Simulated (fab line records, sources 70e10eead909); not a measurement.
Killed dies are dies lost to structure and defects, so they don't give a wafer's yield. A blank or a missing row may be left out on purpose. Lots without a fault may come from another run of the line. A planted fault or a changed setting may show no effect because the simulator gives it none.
Chamber matching | flow nand_harc | NHARC_A_ZERO_WELL_ETCH_19 on rie_diel-12: 4 sister chambers
The step etches the open film in N2/H2, target depth 80 nm, overetch 24 nm, time 87.88 s. 14 wafers are shown with their chamber, then 7 later ones without.

WAFERS WITH THEIR CHAMBER
wafer  | chamber | showerhead_plenum_p_Torr (Torr) | rf_vpp_V (V) | oes_product_au (a.u.)
L399.1 | 1       | 2.00                            | 429.0        | 1.001
L399.3 | 3       | 2.09                            | 432.0        | 1.003
L399.5 | 0       | 1.98                            | 428.4        | 1.001
L400.2 | 3       | 2.09                            | 432.2        | 1.005
L400.4 | 2       | 1.91                            | 428.2        | 1.007
L400.5 | 2       | 1.91                            | 426.4        | 1.004
L406.2 | 0       | 1.97                            | 429.5        | 1.001
L406.3 | 1       | 2.00                            | 430.5        | 0.978
L406.5 | 1       | 2.00                            | 430.9        | 0.986
L408.3 | 1       | 2.00                            | 430.8        | 0.996
L408.4 | 2       | 1.91                            | 426.2        | 1.006
L408.5 | 2       | 1.91                            | 427.1        | 0.993
L410.2 | 1       | 2.00                            | 429.7        | 0.991
L410.3 | 2       | 1.91                            | 425.3        | 1.004

SIGNATURES (means of the wafers above)
reading                  | chamber 0 | chamber 1 | chamber 2 | chamber 3 | scatter within a chamber
showerhead_plenum_p_Torr | 1.9750    | 2.0000    | 1.9100    | 2.0900    | 0.00224
rf_vpp_V                 | 428.950   | 430.180   | 426.640   | 432.100   | 0.891
oes_product_au           | 1.00100   | 0.99040   | 1.00280   | 1.00400   | 0.00668
Rule: a wafer's distance from a chamber is the root of the sum, over the readings, of the square of ((its reading less the chamber's mean) divided by the reading's scatter). The wafer belongs to the nearest chamber; if the next one is less than 2 further off, it can't be placed. The scatter: the root of (the sum of the squares of (reading less its chamber's mean) over the shown wafers, divided by (wafers less chambers)).

WAFERS WITHOUT THEIR CHAMBER
wafer  | showerhead_plenum_p_Torr (Torr) | rf_vpp_V (V) | oes_product_au (a.u.)
L410.5 | 1.97                            | 428.0        | 1.000
L418.2 | 2.00                            | 428.7        | 0.981
L418.4 | 1.91                            | 427.5        | 1.007
L418.5 | 2.09                            | 431.3        | 1.000
L419.2 | 2.00                            | 429.0        | 0.986
L419.3 | 2.09                            | 432.6        | 1.008
L419.6 | 2.09                            | 432.0        | 1.007

WHICH CHAMBER EACH WENT THROUGH
wafer  | from the rows above | in truth
L410.5 | 0                   | 0
L418.2 | 1                   | 1
L418.4 | 2                   | 2
L418.5 | 3                   | 3
L419.2 | 1                   | 1
L419.3 | 3                   | 3
L419.6 | 3                   | 3
Placed correctly: 7 of 7. Can't be placed from these rows: 0. Placed wrongly: 0.
